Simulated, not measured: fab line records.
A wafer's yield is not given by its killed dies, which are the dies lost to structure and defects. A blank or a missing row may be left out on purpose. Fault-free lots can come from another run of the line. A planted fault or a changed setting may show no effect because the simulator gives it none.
Chamber matching	flow nand harc	NHARC_A_CHANNEL_HOLE_D1_ETCH_44 on rie diel-09: 4 sister chambers
The step etches the open film in CF4/O2, target depth 140 nm, overetch 14 nm, time 77 s. 8 wafers are shown with their chamber, then 11 later ones without.

## WAFERS PAIRED WITH THEIR CHAMBERS
wafer	chamber	drypump motor current A (A)	oes product au (a.u.)
L513.1	1	6.2	0.981
L513.3	3	6.8	0.992
L516.2	2	5.8	0.980
L516.6	1	6.2	0.975
L518.1	3	6.8	0.995
L518.3	0	6.1	0.979
L518.6	2	5.8	0.983
L520.1	0	6.0	0.998

## WAFERS WHOSE CHAMBER IS MISSING
wafer	drypump motor current A (A)	oes product au (a.u.)
L520.2	5.7	0.986
L520.3	6.8	0.999
L523.3	6.0	0.997
L523.4	5.7	1.007
L523.6	6.2	0.980
L524.1	6.1	0.991
L524.5	6.8	0.994
L524.6	6.1	0.998
L530.1	6.8	1.002
L530.2	6.2	0.973
L530.3	5.7	0.998

## WHICH CHAMBER EACH WENT THROUGH
wafer	from the rows above	in truth
L520.2	2	2
L520.3	3	3
L523.3	0	0
L523.4	2	2
L523.6	1	1
L524.1	can't be placed: 0 or 1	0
L524.5	3	3
L524.6	0	0
L530.1	3	3
L530.2	1	1
L530.3	2	2
10 of 11 placed correctly. Not placeable from these rows: 1 (in 1, the candidates include the true chamber). Placed wrongly: 0.
How it was worked out, from the rows above alone: a wafer's distance from a chamber is the root of the sum, over the readings, of the square of ((its reading less the chamber's mean) divided by the reading's scatter). The wafer belongs to the nearest chamber; if the next one is less than 2 further off, it can't be placed. The mean given for a chamber averages the wafers shown for that chamber. The scatter is the square root of a quotient: the sum, over the shown wafers, of each reading's squared deviation from its chamber's mean, divided by wafers minus chambers.
